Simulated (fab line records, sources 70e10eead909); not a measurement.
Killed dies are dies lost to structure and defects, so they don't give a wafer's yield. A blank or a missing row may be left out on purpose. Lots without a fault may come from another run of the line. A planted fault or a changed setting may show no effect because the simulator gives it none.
A struck lot beside a sound one | flow nand_harc | 15 steps out of a route of 1159
Sound: wafers L430.2, L430.3, L430.5. Struck: wafers L428.2, L428.3, L428.6. The cause comes at the end.
At each step with rows: each side's tool, then ch and its chambers, then its first start. Under that, the readings that differ: sound wafers | struck wafers | difference of the means | sigmas: that difference in standard deviations of wafers without a fault.
alike: readings whose means differ by less than 2 such deviations, and words and numbers that are the same on both sides. not compared: withheld readings, readings that some wafer has no value for, bounds like >300 that may hide the same value, and numbers for which the record gives no deviation and whose values overlap.
The two part at a step that has a row with sigmas, a row that says differs or no value, or rows on one side only. Numbers that don't overlap but have no deviation are shown without sigmas and don't part them. A reading that every wafer of one side lacks parts them only if that side has two wafers or more.

NHARC_P_CONTACT_ETCH_35: etches the open film in CF4, target depth 39 nm, time 65 s.
  sound on rie_diel-07 ch 1,2,3, day 9 13:58; struck on rie_diel-03 ch 0,1,2, day 8 23:29
  alike: drypump_motor_current_A, oes_product_au, rf_fwd_power_W, rf_vpp_V, showerhead_plenum_p_Torr, throttle_valve_pct
  not compared: rf_hours_counter_h
NHARC_P_CONTACT_ETCH_36: etches the open film in N2/H2, target depth 260 nm, time 406.25 s.
  sound on rie_diel-07 ch 2,3; struck on rie_diel-03 ch 0,1,2
  alike: drypump_motor_current_A, oes_product_au, rf_fwd_power_W, rf_vpp_V, showerhead_plenum_p_Torr, throttle_valve_pct
  not compared: rf_hours_counter_h
then, 2 steps without rows for these wafers: NHARC_P_CONTACT_ETCH_18 (etches the open film in C4F8/O2/Ar, target depth 481 nm, time 240.5 s); NHARC_P_CONTACT_STRIP_37 (strips in C4F8/O2/Ar).
NHARC_P_CONTACT_ETCH_31: etches the open film in CH3F/O2, target depth 30 nm, time 85.7 s.
  sound on rie_diel-07 ch 0,1; struck on rie_diel-03 ch 1,2
  alike: drypump_motor_current_A, oes_product_au, rf_fwd_power_W, rf_vpp_V, showerhead_plenum_p_Torr, throttle_valve_pct
  not compared: rf_hours_counter_h
NHARC_P_CONTACT_CD_MEAS_19:
  sound on cd_sem-03, day 9 14:45; struck on cd_sem-02, day 9 00:16
  alike: cd_nm
NHARC_P_CONTACT_STRIP_28: strips in O2.
  sound on rie_diel-03 ch 0,1, day 9 14:52; struck on rie_diel-07 ch 0,1,2, day 9 00:22
  alike: drypump_motor_current_A, oes_product_au, rf_vpp_V, showerhead_plenum_p_Torr, throttle_valve_pct
  not compared: rf_hours_counter_h
then, 4 steps without rows for these wafers: NHARC_P_CONTACT_STRIP_29 (strips in post etch residue remover, time 1200 s); NHARC_P_CONTACT_DEGAS_38 (time 60 s); NHARC_P_CONTACT_PRE_CLEAN_39 (time 19.5 s); NHARC_P_CONTACT_PVD_32 (deposits Ti, target thk 5 nm, time 17.7 s).
NHARC_P_CONTACT_ALD_22: deposits TiN, target thk 3 nm, pulse time 1 s, ald cycles 150.
  sound on ald_metal-02 ch 1,3, day 9 15:47; struck on ald_metal-01 ch 1,2,3, day 9 01:14
  alike: heater_power_w, precursor_pulse_height_rel
NHARC_P_CONTACT_CVD_23: deposits W, target thk 200 nm, time 557 s.
  sound on cvd_w-01 ch 1, day 9 18:18; struck on cvd_w-01 ch 0,1, day 9 03:26
  no value came back on the struck wafers for any of 5 readings (chamber_pressure_Torr (Torr), heater_power_outer_w (W) and others); on the sound wafers chamber_pressure_Torr (Torr) reads 40.12 39.90 39.93
NHARC_P_CONTACT_CMP_24: polishes, t overpolish 30 s, target thk 200 nm.
  sound on cmp-04 ch 2,3, day 9 18:52; struck on cmp-04 ch 0,2,3, day 9 04:06
  reading                | sound    | struck | difference | sigmas
  time_to_endpoint_s (s) | 36 35 38 | 0 0 0  | -36        | -9
  alike: motor_current_A, overpolish_run_s
-- the record jumps here: 13 days lie between the struck wafers' starts before and after (it left off in module P_CONTACT and takes up again in module END, whose first step shown is number 1159 of the route) --
NHARC_END_SORT_01:
  the record has rows for the struck wafers here (prober-01 ch 0, day 22 09:10) and none for the sound ones

WHERE THEY PART
First at NHARC_P_CONTACT_CVD_23; last, within this record, at NHARC_END_SORT_01.

WHY: what the simulator had put in
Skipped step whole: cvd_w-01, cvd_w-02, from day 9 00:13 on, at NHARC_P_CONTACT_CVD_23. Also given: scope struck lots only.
